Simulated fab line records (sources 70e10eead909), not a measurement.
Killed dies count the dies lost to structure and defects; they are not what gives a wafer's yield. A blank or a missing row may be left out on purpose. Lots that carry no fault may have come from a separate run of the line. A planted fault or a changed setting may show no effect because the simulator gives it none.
fab line records	flow nandHarc	part 1 of 2: steps 1 to 28 of 38
[record] lots = 5	wafers = 15	lastDay = 23
route steps=1159 shown P_CONTACT@240 P_M0@253
lots that met no fault: from a run of the same line without faults
startH: the number of hours between the record's first day and the start of the first shown wafer of the lot	waitH: how many hours have passed since the lot's step before this one	" identical to the entry in the row above	L1.1+2: a row that stands for several wafers	- no value, or no start was given	* or withheld: withheld	< > ~ a bound
route shown NAME@n: names a module that has steps shown in the file, with the first one's number in the route	usual: average and standard deviation across the fault-free wafers	same: alike in all rows	chamber/n: place in a boat	sites: each site's reading	_std_site: standard deviation of those values	_edge_site: mean of outer sites minus mean of inner sites	radiusMm: for every site, how far away it sits from the centre of the wafer	mask NAME#n: copy n	behind: the tool/chamber that last shaped the wafer	hold: why the lot was held/for how many hours/how that ended	device: the transistor (n, p or np) that didn't switch	end of line: at the end of the route, the tests of the same wafers	a step given without rows: its recipe and nothing more	killed: dies lost to structure and defects at the first sort, not the wafer's yield	map: the dies of a wafer, with x for killed, . for not killed, _ for no die there
set.NAME: the setting as run; set.NAME@STEP: as run at that earlier step	model.NAME: the simulator's own value behind a step, which no gauge read
certain route steps with their lots: each step a table, each wafer a row
services: the hour from which a tool's chamber was out of use, counted from the record's first day as startH (under 0 if before that day), plus the number of hours and why
[[steps]]
[step NHARC_P_CONTACT_ETCH_31]
[recipe] targetDepthA = 300	timeS = 85.7	ionEnergyEv = 120	overEtchFrac = 1	ch3fFlowSccm = 50	o2FlowSccm = 30	arFlowSccm = 200	rfW = 500	biasW = 100	chemistry = CH3F/O2
[usual] drypumpMotorCurrentA = 5.5/0.49	oesProductAu = 0.978/0.015	rfVppV = 244.6/1.6	showerheadPlenumPTorr = 2.48/0.1	throttleValvePct = 20.663/0.0096
lot.wafer	tool	chamber	startH	waitH	drypumpMotorCurrentA	oesProductAu	rfHoursCounterH	rfVppV	showerheadPlenumPTorr	throttleValvePct
L074.4	rieDiel-12	0	-	-	5.9	0.963	7	246.4	2.61	20.654
L074.5	"	0	"	"	5.9	0.966	-	247.3	2.61	20.649
L074.6	"	1	"	"	5.5	0.962	-	243.8	2.42	20.670
L076.4	rieDiel-06	3	-	-	5.4	0.969	6	244.3	2.47	20.659
L076.2	"	0	"	"	5.0	0.990	3	244.4	2.38	20.657
L076.5	"	0	"	"	5.0	0.995	-	243.1	2.38	20.669
L080.2	rieDiel-12	3	-	-	4.8	0.998	11	242.5	2.30	20.661
L080.3	"	0	"	"	5.9	0.993	12	246.0	2.61	20.678
L080.5	"	3	"	"	4.8	1.001	-	241.8	2.30	20.675
L084.2	rieDiel-06	2	-	-	5.8	0.981	10	245.3	2.61	20.674
L084.4	"	0	"	"	5.0	0.999	8	242.6	2.38	20.667
L084.5	"	2	"	"	5.7	0.979	-	246.8	2.61	20.669
L093.3	rieDiel-12	3	-	-	4.8	0.970	2	241.5	2.30	20.654
L093.4	"	0	"	"	5.8	0.977	1	245.9	2.60	20.659
L093.1	"	1	"	"	5.4	0.965	1	243.2	2.42	20.662
[step NHARC_P_CONTACT_CD_MEAS_19]
[usual] cdNm = 89.1/2.5
lot.wafer	tool	chamber	startH	waitH	cdNm
L074.4	cdSem-03	-	109.75	-	90.0
L074.5	"	-	"	"	89.4
L074.6	"	-	"	"	94.2
L076.2	cdSem-02	-	121.61	-	85.0
L076.4	"	-	"	"	86.7
L076.5	"	-	"	"	90.2
L080.2	cdSem-03	-	150.64	-	89.0
L080.3	"	-	"	"	91.4
L080.5	"	-	"	"	86.6
L084.2	cdSem-03	-	162.91	-	87.1
L084.4	"	-	"	"	86.8
L084.5	"	-	"	"	90.6
L093.1	cdSem-02	-	221.66	-	91.9
L093.3	"	-	"	"	87.7
L093.4	"	-	"	"	88.5
[step NHARC_P_CONTACT_STRIP_28]
[recipe] o2FlowSccm = 500	arFlowSccm = 0	biasW = 0	chemistry = O2
[usual] drypumpMotorCurrentA = 5.6/0.5	oesProductAu = 0.999/0.011	rfVppV = 57.8/0.85	showerheadPlenumPTorr = 3.55/0.15	throttleValvePct = 17.036/0.0089
lot.wafer	tool	chamber	startH	waitH	drypumpMotorCurrentA	oesProductAu	rfHoursCounterH	rfVppV	showerheadPlenumPTorr	throttleValvePct
L074.4	rieDiel-02	1	109.83	0.1	6.6	1.006	55	58.1	3.71	17.048
L074.5	"	0	"	"	4.9	1.019	-	58.1	3.29	17.038
L074.6	"	1	"	"	6.6	1.018	-	57.7	3.71	17.027
L076.2	rieDiel-12	3	121.71	0.1	4.8	1.011	7	55.8	3.31	17.032
L076.5	"	2	"	"	6.0	1.003	-	59.0	3.60	17.044
L076.4	"	0	"	"	5.9	0.988	-	59.1	3.74	17.042
L080.2	rieDiel-02	1	150.73	0.1	6.6	0.988	69	58.4	3.70	17.035
L080.3	"	2	"	"	6.8	1.007	67	58.0	3.62	17.035
L080.5	"	1	"	"	6.6	0.996	-	58.3	3.70	17.047
L084.4	rieDiel-06	1	162.99	0.1	5.5	0.991	11	57.4	3.59	17.035
L084.2	"	2	"	"	5.8	1.010	10	59.2	3.74	17.039
L084.5	"	1	"	"	5.4	0.999	-	59.0	3.59	17.035
L093.3	rieDiel-06	1	221.74	0.1	5.5	0.998	20	57.4	3.58	17.046
L093.1	"	2	"	"	5.8	1.012	18	58.2	3.74	17.031
L093.4	"	0	"	"	5.0	1.017	16	58.7	3.42	17.043
[step NHARC_P_CONTACT_STRIP_29]
[recipe] timeS = 1200	tempC = 72.5	chemistry = postEtchResidueRemover
lot.wafer	tool	chamber	startH	waitH
L074.4+5+6	wetBench-02	4,7,0	110.00	-
L076.5+2+4	wetBench-02	2,3,6	121.91	0.1
L080.3+5+2	wetBench-05	1,2,5	150.89	-
L084.5+2+4	wetBench-05	6,2,3	163.17	-
L093.3+1+4	wetBench-01	1,3,6	221.92	-
[step NHARC_P_CONTACT_DEGAS_38]
[recipe] tempC = 300	timeS = 60
[usual] heaterPowerW = 460/54
lot.wafer	tool	chamber	startH	waitH	heaterPowerW
L074.4	pvdSputter-02	-	110.47	-	558
L074.5	"	-	"	"	407
L074.6	"	-	"	"	465
L076.2	pvdSputter-02	-	122.35	-	555
L076.4	"	-	"	"	481
L076.5	"	-	"	"	466
L080.3	pvdSputter-01	-	151.35	-	340
L080.2	"	-	"	"	507
L080.5	"	-	"	"	490
L084.4	pvdSputter-03	-	163.62	-	429
L084.2	"	-	"	"	514
L084.5	"	-	"	"	430
L093.4	pvdSputter-01	-	222.41	-	348
L093.1	"	-	"	"	465
L093.3	"	-	"	"	512
[step NHARC_P_CONTACT_PRE_CLEAN_39]
[recipe] timeS = 19.5	biasV = 250	gas = Ar
lot.wafer	tool	chamber	startH	waitH
L074.4+6+5	pvdSputter-02	-	-	-
L076.2+4+5	pvdSputter-02	-	-	-
L080.3+2+5	pvdSputter-01	-	-	-
L084.4+2+5	pvdSputter-03	-	-	-
L093.1+4+3	pvdSputter-01	-	-	-
[step NHARC_P_CONTACT_PVD_32]
[recipe] targetThkA = 50	chamberPressurePa = 5	powerW = 5000	substrateTempC = 200	timeS = 17.7	material = Ti
[usual] throttleValvePct = 30.0/0.94
lot.wafer	tool	chamber	startH	waitH	throttleValvePct
L074.4	pvdSputter-02	-	-	-	30.9
L074.5	"	-	"	"	30.6
L074.6	"	-	"	"	30.2
L076.4	pvdSputter-02	-	-	-	30.2
L076.2	"	-	"	"	31.1
L076.5	"	-	"	"	28.6
L080.3	pvdSputter-01	-	-	-	29.0
L080.2	"	-	"	"	29.5
L080.5	"	-	"	"	30.7
L084.2	pvdSputter-03	-	-	-	30.1
L084.4	"	-	"	"	30.7
L084.5	"	-	"	"	28.9
L093.3	pvdSputter-01	-	-	-	29.4
L093.1	"	-	"	"	29.1
L093.4	"	-	"	"	30.8
[step NHARC_P_CONTACT_ALD_22]
[recipe] targetThkA = 30	pulseTimeS = 1	aldCycles = 150	tempC = 450	material = TiN
[usual] heaterPowerW = 1076/98	precursorPulseHeightRel = 1.000/0.02
lot.wafer	tool	chamber	startH	waitH	heaterPowerW	precursorPulseHeightRel
L074.4	aldMetal-04	0	110.75	-	1202	0.985
L074.6	"	1	"	"	1054	0.981
L074.5	"	2	"	"	1088	1.018
L076.2	aldMetal-04	3	122.60	-	1046	1.009
L076.4	"	0	"	"	1235	1.028
L076.5	"	0	"	"	1217	0.989
L080.3	aldMetal-01	2	151.59	-	1262	1.015
L080.2	"	1	"	"	986	0.990
L080.5	"	3	"	"	875	0.985
L084.4	aldMetal-04	2	163.87	-	1100	0.987
L084.2	"	0	"	"	1223	0.965
L084.5	"	2	"	"	1090	0.989
L093.1	aldMetal-03	1	222.76	-	1158	1.055
L093.4	"	2	"	"	1017	0.987
L093.3	"	0	"	"	1142	1.004
[step NHARC_P_CONTACT_CVD_23]
[recipe] targetThkA = 2000	tempC = 300	pressureTorr = 40	wf6FlowSccm = 40	h2FlowSccm = 1600	arFlowSccm = 1560	timeS = 557	material = W
[usual] heaterPowerW = 447/35	mfcWf6Sccm = 40.00/0.12	throttleValvePct = 7.8/0.32
lot.wafer	tool	chamber	startH	waitH	heaterPowerW	mfcWf6Sccm	throttleValvePct
L074.4	cvdW-01	1	-	-	500	39.89	7.6
L074.5	"	1	"	"	502	40.06	7.4
L074.6	"	0	"	"	440	39.95	8.3
L076.2	cvdW-02	0	-	-	453	39.99	7.7
L076.4	"	0	"	"	455	39.94	8.0
L076.5	"	0	"	"	463	40.02	7.6
L080.2	cvdW-02	0	-	-	461	40.17	7.9
L080.3	"	1	"	"	396	40.13	7.7
L080.5	"	1	"	"	391	40.12	8.0
L084.2	cvdW-01	0	-	-	441	40.07	7.9
L084.4	"	1	"	"	486	40.08	7.4
L084.5	"	1	"	"	475	39.93	7.3
L093.1	cvdW-02	0	-	-	463	39.95	7.7
L093.4	"	0	"	"	465	39.83	7.6
L093.3	"	1	"	"	365	39.85	7.4
[step NHARC_P_CONTACT_CMP_24]
[recipe] tOverpolishS = 30	targetThkNm = 200
[usual] motorCurrentA = 11.9/1.4	overpolishRunS = 30.001/0.0077	slurryFlowMlMin = 150.0/0.5	timeToEndpointS = 41/3.1
lot.wafer	tool	chamber	startH	waitH	motorCurrentA	overpolishRunS	slurryFlowMlMin	timeToEndpointS
L074.4	cmp-03	1	111.60	0.4	13.9	30.001	150.4	42
L074.6	"	3	"	"	13.8	30.000	150.6	44
L074.5	"	0	"	"	12.4	30.002	150.5	43
L076.4	cmp-04	2	125.34	0.4	13.4	29.994	149.8	43
L076.2	"	3	"	"	11.6	29.998	150.8	38
L076.5	"	1	"	"	10.6	29.999	150.1	37
L080.3	cmp-03	1	155.94	0.4	13.1	30.004	150.4	40
L080.2	"	0	"	"	12.3	30.005	151.3	41
L080.5	"	2	"	"	10.6	30.002	149.8	35
L084.2	cmp-04	1	165.21	0.5	10.5	30.011	150.2	41
L084.4	"	3	"	"	12.0	30.003	149.7	39
L084.5	"	1	"	"	10.0	30.014	150.5	40
L093.1	cmp-02	0	225.83	0.6	11.5	30.002	150.4	45
L093.3	"	2	"	"	11.8	29.998	150.2	42
L093.4	"	3	"	"	10.1	30.004	150.2	42
[step NHARC_P_CONTACT_SRD_26]
lot.wafer	tool	chamber	startH	waitH
L074.5+4+6	wetBench-02	3,4,7	111.88	0.0
L076.4+5+2	wetBench-02	3,4,7	125.61	0.0
L080.3+5+2	wetBench-02	2,4,6	156.27	0.0
L084.2+4+5	wetBench-05	5,6,0	165.54	0.0
L093.1+3+4	wetBench-02	3,4,6	226.16	0.0
[step NHARC_P_CONTACT_INSPECT_27]
[usual] rawDefectCount = 297/130
lot.wafer	tool	chamber	startH	waitH	rawDefectCount
L074.4	defectInspect-01	-	111.96	0.1	327
L074.5	"	-	"	"	240
L074.6	"	-	"	"	218
L076.2	defectInspect-01	-	125.70	0.1	345
L076.4	"	-	"	"	562
L076.5	"	-	"	"	547
L080.2	defectInspect-01	-	156.34	0.1	192
L080.3	"	-	"	"	244
L080.5	"	-	"	"	208
L084.2	defectInspect-02	-	165.62	0.1	220
L084.4	"	-	"	"	193
L084.5	"	-	"	"	375
L093.1	defectInspect-01	-	226.24	0.1	276
L093.3	"	-	"	"	203
L093.4	"	-	"	"	161
[step NHARC_P_M0_DEP_00]
[recipe] targetThkA = 1500	targetThkNm = 150	tempC = withheld	pressureTorr = 5	flowSccm = 200	rfW = 600	material = SiOC
lot.wafer	tool	chamber	startH	waitH
L074.5+4+6	pecvd-04	1,2,0	112.25	0.3
L076.2+5+4	pecvd-01	1,0,1	125.85	0.2
L080.2+3+5	pecvd-03	0,1,1	156.41	0.1
L084.2+4+5	pecvd-04	0,1,2	165.68	0.1
L093.3+1+4	pecvd-01	2,1,2	226.39	0.2
[step NHARC_P_M0_DEHYDRATE_01]
[recipe] tempC = 150	timeS = 120
lot.wafer	tool	chamber	startH	waitH
L074.4+5+6	lithoTrack-01	0	112.52	-
L076.2+4+5	lithoTrack-04	0	126.17	-
L080.2+3+5	lithoTrack-06	0	156.81	-
L084.2+4+5	lithoTrack-06	0	166.09	-
L093.1+3+4	lithoTrack-04	0	226.80	-
[step NHARC_P_M0_HMDS_02]
[recipe] timeS = 30
lot.wafer	tool	chamber	startH	waitH
L074.4+5+6	lithoTrack-01	0	-	-
L076.2+4+5	lithoTrack-04	0	-	-
L080.2+3+5	lithoTrack-06	0	-	-
L084.2+4+5	lithoTrack-06	0	-	-
L093.1+3+4	lithoTrack-04	0	-	-
[step NHARC_P_M0_COAT_33]
[recipe] tempC = 200	timeS = 65
lot.wafer	tool	chamber	startH	waitH
L074.4+5+6	lithoTrack-01	0	-	-
L076.2+4+5	lithoTrack-04	0	-	-
L080.2+3+5	lithoTrack-06	0	-	-
L084.2+4+5	lithoTrack-06	0	-	-
L093.1+3+4	lithoTrack-04	0	-	-
[step NHARC_P_M0_COAT_03]
[recipe] spinRpm = 1500	resistThkNm = 90
lot.wafer	tool	chamber	startH	waitH
L074.4+5+6	lithoTrack-01	0	-	-
L076.2+4+5	lithoTrack-04	0	-	-
L080.2+3+5	lithoTrack-06	0	-	-
L084.2+4+5	lithoTrack-06	0	-	-
L093.1+3+4	lithoTrack-04	0	-	-
[step NHARC_P_M0_SOFTBAKE_04]
[recipe] tempC = 105	timeS = 55
lot.wafer	tool	chamber	startH	waitH
L074.4+5+6	lithoTrack-01	0	-	-
L076.2+4+5	lithoTrack-04	0	-	-
L080.2+3+5	lithoTrack-06	0	-	-
L084.2+4+5	lithoTrack-06	0	-	-
L093.1+3+4	lithoTrack-04	0	-	-
[step NHARC_P_M0_EBR_05]
lot.wafer	tool	chamber	startH	waitH
L074.4+5+6	lithoTrack-01	0	-	-
L076.2+4+5	lithoTrack-04	0	-	-
L080.2+3+5	lithoTrack-06	0	-	-
L084.2+4+5	lithoTrack-06	0	-	-
L093.1+3+4	lithoTrack-04	0	-	-
[step NHARC_P_M0_EXPOSE_06]
[recipe] na = 1.35	targetCdNm = 90	doseMj = 81.28	maskId = P_M0
lot.wafer	tool	chamber	startH	waitH	mask
L074.4+5+6	arfiScanner-01	0	112.82	-	P_M0#0
L076.2+4+5	arfiScanner-01	0	126.46	-	P_M0#0
L080.2+3+5	arfiScanner-03	0	157.11	-	P_M0#0
L084.2+4+5	arfiScanner-01	0	166.38	-	P_M0#0
L093.1+3+4	arfiScanner-03	0	226.97	-	P_M0#0
[step NHARC_P_M0_PEB_07]
[recipe] pebTempC = 100	pebTimeS = 65
lot.wafer	tool	chamber	startH	waitH
L074.4+5+6	lithoTrack-01	0	112.87	0.0
L076.2+4+5	lithoTrack-01	0	126.52	0.1
L080.2+3+5	lithoTrack-04	0	157.16	0.1
L084.2+4+5	lithoTrack-04	0	166.44	0.1
L093.1+3+4	lithoTrack-01	0	227.03	0.1
[step NHARC_P_M0_DEVELOP_08]
[recipe] developTimeS = 35	devTempC = 23
lot.wafer	tool	chamber	startH	waitH
L074.4+5+6	lithoTrack-01	0	-	-
L076.2+4+5	lithoTrack-01	0	-	-
L080.2+3+5	lithoTrack-04	0	-	-
L084.2+4+5	lithoTrack-04	0	-	-
L093.1+3+4	lithoTrack-01	0	-	-
[step NHARC_P_M0_CD_MEAS_09]
[recipe] targetCdNm = 90	landingEnergyEv = 500
[usual] cdNm = 90.0/0.88
[same] landingEnergyEv = 500
lot.wafer	tool	chamber	startH	waitH	cdNm
L074.4	cdSem-03	0	112.95	-	89.2
L074.5	"	0	"	"	91.3
L074.6	"	0	"	"	89.2
L076.2	cdSem-02	0	126.60	-	90.9
L076.4	"	0	"	"	89.8
L076.5	"	0	"	"	92.3
L080.2	cdSem-03	0	157.25	-	90.7
L080.3	"	0	"	"	90.2
L080.5	"	0	"	"	90.7
L084.2	cdSem-02	0	166.52	-	90.6
L084.4	"	0	"	"	90.6
L084.5	"	0	"	"	90.0
L093.1	cdSem-02	0	227.11	-	89.9
L093.3	"	0	"	"	89.0
L093.4	"	0	"	"	91.1
[step NHARC_P_M0_OVL_MEAS_10]
[recipe] pitchNm = 180
[usual] overlayXNm = -0.2/1.1	overlayYNm = 0.0/0.86
lot.wafer	tool	chamber	startH	waitH	overlayXNm	overlayYNm
L074.4	overlay-01	-	113.04	-	-1.4	-0.4
L074.5	"	-	"	"	-1.7	-0.3
L074.6	"	-	"	"	-1.5	-0.2
L076.2	overlay-02	-	126.68	-	0.9	-0.7
L076.4	"	-	"	"	-0.4	-0.9
L076.5	"	-	"	"	-0.1	-1.1
L080.2	overlay-02	-	157.33	-	0.7	0.5
L080.3	"	-	"	"	0.9	1.2
L080.5	"	-	"	"	1.0	0.6
L084.2	overlay-02	-	166.60	-	0.4	1.1
L084.4	"	-	"	"	0.2	0.8
L084.5	"	-	"	"	0.6	1.2
L093.1	overlay-02	-	227.19	-	-0.3	0.8
L093.3	"	-	"	"	-0.5	0.5
L093.4	"	-	"	"	-0.6	0.3
[step NHARC_P_M0_INSPECT_11]
[usual] rawDefectCount = 3.6/2.2
lot.wafer	tool	chamber	startH	waitH	rawDefectCount
L074.4	defectInspect-01	-	113.07	0.0	3
L074.5	"	-	"	"	1
L074.6	"	-	"	"	3
L076.2	defectInspect-02	-	126.72	0.0	2
L076.4	"	-	"	"	2
L076.5	"	-	"	"	0
L080.2	defectInspect-02	-	157.37	0.0	8
L080.3	"	-	"	"	5
L080.5	"	-	"	"	4
L084.2	defectInspect-02	-	166.64	0.0	6
L084.4	"	-	"	"	4
L084.5	"	-	"	"	2
L093.1	defectInspect-01	-	227.23	0.0	5
L093.3	"	-	"	"	5
L093.4	"	-	"	"	4
[step NHARC_P_M0_DESCUM_14]
[recipe] timeS = 3	o2FlowSccm = 200	arFlowSccm = 0	biasPowerW = 0	chemistry = O2
[usual] drypumpMotorCurrentA = 5.8/0.55	oesProductAu = 0.999/0.011	rfVppV = 57.6/0.81	showerheadPlenumPTorr = 1.86/0.065	throttleValvePct = 11.311/0.009
lot.wafer	tool	chamber	startH	waitH	drypumpMotorCurrentA	oesProductAu	rfHoursCounterH	rfVppV	showerheadPlenumPTorr	throttleValvePct
L074.4	rieDiel-09	3	113.15	0.1	5.2	1.006	2	58.1	1.80	11.316
L074.5	"	1	"	"	6.7	0.995	-	58.7	1.80	11.314
L074.6	"	2	"	"	6.5	0.982	-	57.4	1.85	11.300
L076.4	rieDiel-09	1	126.80	0.1	6.7	0.991	2	56.6	1.80	11.302
L076.2	"	2	"	"	6.5	0.984	2	58.8	1.85	11.300
L076.5	"	3	"	"	5.2	1.004	-	57.8	1.79	11.309
L080.3	rieDiel-09	1	157.44	0.1	6.7	0.995	3	56.9	1.80	11.314
L080.2	"	3	"	"	5.2	1.000	3	56.4	1.79	11.318
L080.5	"	1	"	"	6.7	0.989	-	56.1	1.80	11.317
L084.4	rieDiel-01	3	166.70	0.1	5.4	1.006	1	57.8	1.91	11.324
L084.2	"	1	"	"	5.6	1.001	1	58.4	1.82	11.308
L084.5	"	3	"	"	5.4	1.015	-	59.0	1.91	11.309
L093.1	rieDiel-01	3	227.29	0.1	5.3	0.997	6	58.8	1.91	11.310
L093.3	"	0	"	"	5.2	1.006	6	57.9	1.81	11.306
L093.4	"	2	"	"	6.2	0.993	5	57.8	1.98	11.324
[step NHARC_P_M0_ETCH_34]
[recipe] targetDepthA = 400	overetchA = 120	timeS = 43.94	ionEnergyEv = 200	n2FlowSccm = 150	h2FlowSccm = 150	arFlowSccm = 0	rfW = 400	biasW = 150	chemistry = N2/H2
[usual] drypumpMotorCurrentA = 5.9/0.57	oesProductAu = 0.999/0.0097	rfVppV = 428.9/2.1	showerheadPlenumPTorr = 1.98/0.069	throttleValvePct = 14.171/0.0088
lot.wafer	tool	chamber	startH	waitH	drypumpMotorCurrentA	oesProductAu	rfHoursCounterH	rfVppV	showerheadPlenumPTorr	throttleValvePct
L074.4	rieDiel-09	2	113.22	0.1	6.5	0.991	2	429.0	1.97	14.174
L074.6	"	1	"	"	6.7	0.993	-	426.6	1.92	14.163
L074.5	"	2	"	"	6.5	0.982	-	427.8	1.97	14.173
L076.4	rieDiel-09	2	126.87	0.1	6.5	0.987	2	427.4	1.97	14.170
L076.2	"	0	"	"	5.7	1.011	2	430.9	1.99	14.169
L076.5	"	1	"	"	6.7	0.993	-	427.2	1.92	14.179
L080.3	rieDiel-09	2	157.51	0.1	6.5	0.979	3	429.1	1.96	14.173
L080.2	"	3	"	"	5.2	0.984	3	426.0	1.91	14.161
L080.5	"	3	"	"	5.2	1.000	-	427.2	1.91	14.180
L084.4	rieDiel-01	0	166.78	0.1	5.1	1.004	1	428.7	1.93	14.180
L084.2	"	1	"	"	5.6	0.996	1	427.5	1.94	14.171
L084.5	"	1	"	"	5.6	0.999	-	428.1	1.94	14.162
L093.4	rieDiel-01	0	227.38	0.1	5.2	1.004	6	428.1	1.93	14.178
L093.3	"	2	"	"	6.2	0.988	5	434.2	2.11	14.163
L093.1	"	3	"	"	5.4	1.007	6	429.7	2.04	14.175
[step NHARC_P_M0_ETCH_15]
[recipe] targetDepthA = 1500	overetchA = 150	timeS = 82.5	c4f8FlowSccm = withheld	arFlowSccm = 400	rfW = 600	biasW = 300	chemistry = C4F8/Ar
[usual] oesProductAu = 0.955/0.02	rfVppV = 439.2/2
lot.wafer	tool	chamber	startH	waitH	oesProductAu	rfHoursCounterH	rfVppV
L074.4	rieDiel-09	1	-	-	0.928	2	438.5
L074.5	"	1	"	"	0.941	-	437.0
L074.6	"	2	"	"	0.935	-	438.9
L076.4	rieDiel-09	0	-	-	0.973	2	439.1
L076.2	"	3	"	"	0.946	2	438.3
L076.5	"	0	"	"	0.963	-	439.2
L080.2	rieDiel-09	2	-	-	0.951	3	439.9
L080.3	"	3	"	"	0.963	3	436.6
L080.5	"	2	"	"	0.957	-	438.7
L084.2	rieDiel-01	2	-	-	0.974	1	442.5
L084.4	"	3	"	"	0.952	1	441.1
L084.5	"	2	"	"	0.978	-	445.0
L093.4	rieDiel-01	3	-	-	0.965	6	440.3
L093.1	"	1	"	"	0.978	5	440.4
L093.3	"	2	"	"	0.975	5	442.0
